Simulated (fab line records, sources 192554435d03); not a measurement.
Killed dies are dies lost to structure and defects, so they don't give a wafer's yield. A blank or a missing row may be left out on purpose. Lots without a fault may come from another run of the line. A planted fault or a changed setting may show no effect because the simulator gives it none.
Chamber matching | flow n5_finfet | N5_BEOL_M3_PRE_CLEAN_60 on cvd_co-01: 3 sister chambers
The step time 15 s. 6 wafers are shown with their chamber, then 10 later ones without.

WAFERS WITH THEIR CHAMBER
wafer  | chamber | heater_power_w (W)
L089.3 | 1       | 68
L089.4 | 0       | 80
L092.1 | 1       | 71
L092.5 | 2       | 87
L094.1 | 2       | 89
L094.2 | 0       | 82

WAFERS WITHOUT THEIR CHAMBER
wafer  | heater_power_w (W)
L094.3 | 67
L094.4 | 89
L094.5 | 68
L094.6 | 81
L096.1 | 68
L096.4 | 83
L096.5 | 90
L097.2 | 81
L097.4 | 83
L097.5 | 90

WHICH CHAMBER EACH WENT THROUGH
wafer  | from the rows above     | in truth
L094.3 | 1                       | 1
L094.4 | 2                       | 2
L094.5 | 1                       | 1
L094.6 | 0                       | 0
L096.1 | 1                       | 1
L096.4 | can't be placed: 0 or 2 | 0
L096.5 | 2                       | 2
L097.2 | 0                       | 0
L097.4 | can't be placed: 0 or 2 | 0
L097.5 | 2                       | 2
Placed correctly: 8 of 10. Can't be placed from these rows: 2 (the true chamber is among the candidates in 2). Placed wrongly: 0.
How it was worked out, from the rows above alone: a wafer's distance from a chamber is the root of the sum, over the readings, of the square of ((its reading less the chamber's mean) divided by the reading's scatter). The wafer belongs to the nearest chamber; if the next one is less than 2 further off, it can't be placed. A chamber's mean is the mean of its shown wafers. The scatter: the root of (the sum of the squares of (reading less its chamber's mean) over the shown wafers, divided by (wafers less chambers)).
